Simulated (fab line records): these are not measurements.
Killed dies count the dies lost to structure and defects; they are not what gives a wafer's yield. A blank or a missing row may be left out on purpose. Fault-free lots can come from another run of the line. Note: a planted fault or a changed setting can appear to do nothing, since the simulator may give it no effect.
Matching of chambers / flow nandHarc / pecvd-02 running NHARC_A_STAIRCASE_DEP_280: 3 sister chambers
The step deposits SiON, target thk 30 nm. 20 wafers are shown with their chamber, then 10 later ones without.

## WAFERS PAIRED WITH THEIR CHAMBERS
wafer=L074.3; chamber=1; heaterPowerW (W)=703; susceptorTempC (C)=399.92
wafer=L074.4; chamber=2; heaterPowerW (W)=818; susceptorTempC (C)=400.23
wafer=L074.6; chamber=1; heaterPowerW (W)=696; susceptorTempC (C)=399.87
wafer=L075.3; chamber=2; heaterPowerW (W)=746; susceptorTempC (C)=399.99
wafer=L075.4; chamber=0; heaterPowerW (W)=698; susceptorTempC (C)=400.09
wafer=L075.5; chamber=2; heaterPowerW (W)=751; susceptorTempC (C)=399.59
wafer=L079.1; chamber=1; heaterPowerW (W)=762; susceptorTempC (C)=400.01
wafer=L079.3; chamber=0; heaterPowerW (W)=705; susceptorTempC (C)=399.67
wafer=L079.5; chamber=2; heaterPowerW (W)=737; susceptorTempC (C)=400.25
wafer=L084.1; chamber=2; heaterPowerW (W)=781; susceptorTempC (C)=400.16
wafer=L084.5; chamber=0; heaterPowerW (W)=621; susceptorTempC (C)=400.28
wafer=L084.6; chamber=2; heaterPowerW (W)=768; susceptorTempC (C)=400.05
wafer=L085.1; chamber=0; heaterPowerW (W)=695; susceptorTempC (C)=399.93
wafer=L085.3; chamber=1; heaterPowerW (W)=770; susceptorTempC (C)=400.26
wafer=L085.5; chamber=0; heaterPowerW (W)=678; susceptorTempC (C)=400.30
wafer=L091.2; chamber=1; heaterPowerW (W)=802; susceptorTempC (C)=400.00
wafer=L091.3; chamber=2; heaterPowerW (W)=800; susceptorTempC (C)=400.07
wafer=L091.5; chamber=0; heaterPowerW (W)=667; susceptorTempC (C)=400.28
wafer=L090.1; chamber=2; heaterPowerW (W)=773; susceptorTempC (C)=400.08
wafer=L090.2; chamber=0; heaterPowerW (W)=742; susceptorTempC (C)=400.01

SIGNATURES, as means of the wafers listed above
reading=heaterPowerW; chamber 0=686.57; chamber 1=746.60; chamber 2=771.75; scatter within a chamber=36
reading=susceptorTempC; chamber 0=400.0800; chamber 1=400.0120; chamber 2=400.0525; scatter within a chamber=0.205
Rule: for each reading, subtract the chamber's mean from the wafer's reading, divide by that reading's scatter and square the result; add these up over the readings and take the root, which gives the wafer's distance from the chamber. The wafer belongs to the nearest chamber; if the next one is less than 2 further off, it can't be placed. The scatter: the root of (the sum of the squares of (reading less its chamber's mean) over the shown wafers, divided by (wafers less chambers)).

## WAFERS WHOSE CHAMBER IS MISSING
wafer=L090.6; heaterPowerW (W)=842; susceptorTempC (C)=399.98
wafer=L092.4; heaterPowerW (W)=723; susceptorTempC (C)=399.88
wafer=L092.5; heaterPowerW (W)=801; susceptorTempC (C)=400.38
wafer=L092.6; heaterPowerW (W)=641; susceptorTempC (C)=399.93
wafer=L094.1; heaterPowerW (W)=691; susceptorTempC (C)=400.05
wafer=L094.3; heaterPowerW (W)=799; susceptorTempC (C)=400.09
wafer=L094.4; heaterPowerW (W)=667; susceptorTempC (C)=400.13
wafer=L095.1; heaterPowerW (W)=715; susceptorTempC (C)=400.12
wafer=L095.2; heaterPowerW (W)=790; susceptorTempC (C)=400.11
wafer=L095.6; heaterPowerW (W)=741; susceptorTempC (C)=400.34

## EACH ONE'S CHAMBER
wafer=L090.6; from the rows above=can't be placed: 2 or 1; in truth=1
wafer=L092.4; from the rows above=can't be placed: 1 or 0 or 2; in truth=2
wafer=L092.5; from the rows above=can't be placed: 2 or 1 or 0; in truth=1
wafer=L092.6; from the rows above=can't be placed: 0 or 1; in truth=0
wafer=L094.1; from the rows above=can't be placed: 0 or 1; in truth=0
wafer=L094.3; from the rows above=can't be placed: 2 or 1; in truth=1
wafer=L094.4; from the rows above=can't be placed: 0 or 1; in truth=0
wafer=L095.1; from the rows above=can't be placed: 0 or 1 or 2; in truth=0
wafer=L095.2; from the rows above=can't be placed: 2 or 1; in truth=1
wafer=L095.6; from the rows above=can't be placed: 1 or 2 or 0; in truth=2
Correctly placed: 0 of 10. Cannot be placed on the basis of these rows: 10; the candidates contain the true chamber in 10. Wrongly placed: 0.
